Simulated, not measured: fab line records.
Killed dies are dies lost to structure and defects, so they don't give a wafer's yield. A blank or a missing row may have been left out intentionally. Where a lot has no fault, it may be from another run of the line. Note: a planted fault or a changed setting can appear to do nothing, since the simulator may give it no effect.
Comparing a struck lot with a sound one | flow nand_harc | 15 out of 1159 route steps
Sound: the wafers L508.1, L508.4, L508.5. Wafers L516.4, L516.5, L516.6 were the ones struck. The cause is named last.
Order at every step that has rows: each side's tool, ch and its chambers, its first start. Under that, the readings that differ: sound wafers | struck wafers | difference of the means | sigmas: that difference in standard deviations of wafers without a fault.
alike: readings with means less than 2 such deviations apart, plus words and numbers identical on both sides. not compared: withheld readings, readings lacking a value on some wafer, bounds such as >300 that could conceal the same value, and numbers that have no deviation in the record and whose values overlap.
The two part at a step that has a row with sigmas, a row that says differs or no value, or rows on one side only. Non-overlapping numbers with no deviation appear without sigmas and do not part them. A reading that every wafer of one side lacks parts them only if that side has two wafers or more.

first, 8 steps without rows for these wafers: NHARC_A_BONDPAD_HMDS_02 (time 30 s); NHARC_A_BONDPAD_COAT_33 (time 65 s); NHARC_A_BONDPAD_COAT_03 (resist thk 600 nm); NHARC_A_BONDPAD_SOFTBAKE_04 (time 70 s); NHARC_A_BONDPAD_EBR_05; NHARC_A_BONDPAD_EXPOSE_06 (exposes mask A BPAD); NHARC_A_BONDPAD_PEB_07 (peb time 80 s); NHARC_A_BONDPAD_DEVELOP_08 (time 50 s).
NHARC_A_BONDPAD_CD_MEAS_09 targets a cd of 500 nm.
  sound on cd_sem-01 ch 0, day 18 08:29; struck on cd_sem-03 ch 0, day 22 05:02
  alike: cd_nm
NHARC_A_BONDPAD_OVL_MEAS_35:
  sound on overlay-02, day 18 08:34; struck on overlay-01, day 22 05:07
  alike: overlay_x_nm, overlay_y_nm
then, 1 step without rows for these wafers: NHARC_A_BONDPAD_HARDBAKE_10 (time 65 s).
NHARC_A_BONDPAD_DESCUM_11: chemistry O2, time 3 s.
  sound on rie_diel-03 ch 1,2,3, day 18 08:43; struck on rie_diel-03 ch 1,2, day 22 05:14
  reading                | sound                | struck               | difference | sigmas
  throttle_valve_pct (%) | 11.298 11.298 11.305 | 11.317 11.326 11.312 | +0.018     | +2
  alike: drypump_motor_current_A, oes_product_au, rf_vpp_V, showerhead_plenum_p_Torr
  not compared: rf_hours_counter_h
NHARC_A_BONDPAD_ETCH_34: etches the open film in N2/H2, target depth 60 nm, overetch 18 nm, time 65.91 s.
  sound on rie_diel-03 ch 1,3, day 18 08:49; struck on rie_diel-03 ch 0,1,3, day 22 05:20
  reading               | sound             | struck            | difference | sigmas
  oes_product_au (a.u.) | 0.995 0.990 0.998 | 0.823 0.843 0.818 | -0.166     | -14
  alike: drypump_motor_current_A, rf_vpp_V, showerhead_plenum_p_Torr, throttle_valve_pct
  not compared: rf_hours_counter_h
NHARC_A_BONDPAD_ETCH_12: etches the open film in CHF3/O2, target depth 220 nm, time 110 s.
  sound on rie_diel-03 ch 1,2; struck on rie_diel-03 ch 0,3
  reading               | sound             | struck            | difference | sigmas
  oes_product_au (a.u.) | 0.956 0.965 0.962 | 0.910 0.912 0.910 | -0.050     | -2
  alike: drypump_motor_current_A, rf_vpp_V, showerhead_plenum_p_Torr, throttle_valve_pct
  not compared: rf_hours_counter_h
next, for these wafers, 1 step has no rows: NHARC_END_SORT_01.

== WHERE THEY PART ==
At NHARC_A_BONDPAD_DESCUM_11 first; at NHARC_A_BONDPAD_ETCH_12 last (within this record only).

WHY: what the simulator had put in
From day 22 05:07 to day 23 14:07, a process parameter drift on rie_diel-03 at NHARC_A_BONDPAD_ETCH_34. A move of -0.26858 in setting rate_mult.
